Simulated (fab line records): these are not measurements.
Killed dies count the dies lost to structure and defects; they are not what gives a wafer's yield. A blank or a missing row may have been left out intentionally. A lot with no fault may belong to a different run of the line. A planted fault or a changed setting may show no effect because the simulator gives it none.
Chamber matching ; flow nand harc ; pecvd-03 running NHARC_P_GATE_DEP_103: 3 sister chambers
The step deposits SiON, target thk 30 nm. 3 wafers are shown with their chamber, then 8 later ones without.

## WAFERS WITH THEIR CHAMBER
wafer;chamber;heater power w (W)
L811.3;1;800
L811.6;2;764
L815.1;0;807

## WAFERS WHOSE CHAMBER IS MISSING
wafer;heater power w (W)
L815.3;700
L815.4;837
L816.1;683
L816.2;722
L816.6;706
L822.3;783
L822.4;775
L822.6;751

## WHICH CHAMBER EACH ONE RAN IN
wafer;from the rows above;in truth
L815.3;can't be placed: 2 or 1 or 0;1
L815.4;can't be placed: 0 or 1 or 2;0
L816.1;can't be placed: 2 or 1 or 0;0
L816.2;can't be placed: 2 or 1 or 0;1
L816.6;can't be placed: 2 or 1 or 0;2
L822.3;can't be placed: 1 or 2 or 0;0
L822.4;can't be placed: 2 or 1 or 0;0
L822.6;can't be placed: 2 or 1 or 0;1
Correctly placed: 0 of 8. Cannot be placed on the basis of these rows: 8; the candidates contain the true chamber in 8. Number placed wrongly: 0.
How it was worked out, from the rows above alone: a wafer's distance from a chamber is the root of the sum, over the readings, of the square of ((its reading less the chamber's mean) divided by the reading's scatter). If the next closest chamber is less than 2 further off than the closest, the wafer can't be placed; otherwise it belongs to the closest. A chamber's mean is the mean of its shown wafers. The scatter: with one shown wafer a chamber, the root of the mean of the squares of how far each hidden wafer lies from its nearest shown one.
